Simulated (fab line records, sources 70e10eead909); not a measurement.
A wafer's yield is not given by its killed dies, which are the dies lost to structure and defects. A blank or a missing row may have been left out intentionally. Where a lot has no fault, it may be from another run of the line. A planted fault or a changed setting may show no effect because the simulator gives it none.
Matching of chambers -- flow nand-harc -- NHARC_A_CONTACT_DESCUM_74 on rie-diel-07: 4 sister chambers
The step chemistry O2, time 3 s. 33 wafers are shown with their chamber, then 12 later ones without.

== WAFERS WITH THEIR CHAMBER ==
wafer,chamber,drypump-motor-current-A (A),showerhead-plenum-p-Torr (Torr),oes-product-au (a.u.)
L074.4,1,5.9,2.01,1.010
L074.5,3,6.2,1.82,1.010
L074.6,0,5.6,1.96,0.999
L077.1,1,5.9,2.01,1.006
L077.2,3,6.2,1.81,1.005
L077.3,2,6.2,1.97,1.003
L077.4,0,5.6,1.96,0.994
L077.5,3,6.2,1.81,1.009
L077.6,0,5.6,1.96,0.998
L075.1,3,6.1,1.81,1.009
L075.5,2,6.2,1.97,0.998
L075.6,3,6.2,1.81,1.005
L078.4,3,6.2,1.81,1.014
L078.5,3,6.2,1.81,1.021
L078.6,0,5.6,1.96,1.000
L081.1,2,6.2,1.97,1.011
L081.2,0,5.6,1.96,1.010
L081.4,3,6.2,1.81,1.019
L080.3,2,6.2,1.97,1.001
L080.5,1,5.9,2.00,0.999
L080.6,0,5.6,1.95,1.007
L082.4,3,6.1,1.81,1.019
L082.5,1,5.9,2.00,0.997
L082.6,2,6.2,1.97,1.003
L083.4,0,5.6,1.95,0.997
L083.5,3,6.2,1.81,1.023
L083.6,0,5.6,1.95,1.010
L089.4,0,5.6,1.95,0.998
L089.5,1,5.9,2.00,1.011
L089.6,0,5.6,1.95,0.994
L090.1,1,5.9,2.00,1.009
L090.4,2,6.2,1.97,1.000
L090.5,3,6.2,1.81,1.024

SIGNATURES (means of the wafers above)
reading,chamber 0,chamber 1,chamber 2,chamber 3,scatter within a chamber
drypump-motor-current-A,5.600,5.900,6.200,6.182,0.0238
showerhead-plenum-p-Torr,1.9550,2.0033,1.9700,1.8109,0.00404
oes-product-au,1.00070,1.00533,1.00267,1.01436,0.00621
Rule: a wafer's distance from a chamber is the root of the sum, over the readings, of the square of ((its reading less the chamber's mean) divided by the reading's scatter). If the next closest chamber is less than 2 further off than the closest, the wafer can't be placed; otherwise it belongs to the closest. The scatter: the root of (the sum of the squares of (reading less its chamber's mean) over the shown wafers, divided by (wafers less chambers)).

== WAFERS WHOSE CHAMBER IS MISSING ==
wafer,drypump-motor-current-A (A),showerhead-plenum-p-Torr (Torr),oes-product-au (a.u.)
L088.1,6.2,1.81,1.010
L088.3,5.7,1.95,1.002
L088.6,5.6,1.95,0.995
L092.1,5.9,2.00,1.004
L092.2,5.6,1.95,1.003
L092.5,6.2,1.97,1.007
L093.1,6.2,1.81,1.019
L093.3,5.9,2.00,1.006
L093.4,6.2,1.97,1.009
L094.1,6.2,1.97,1.000
L094.2,5.6,1.95,0.991
L094.4,6.1,1.81,0.996

== WHICH CHAMBER EACH WENT THROUGH ==
wafer,from the rows above,in truth
L088.1,3,3
L088.3,0,0
L088.6,0,0
L092.1,1,1
L092.2,0,0
L092.5,2,2
L093.1,3,3
L093.3,1,1
L093.4,2,2
L094.1,2,2
L094.2,0,0
L094.4,3,3
Correct placement for 12 of the 12. Number that these rows cannot place: 0. Number placed wrongly: 0.
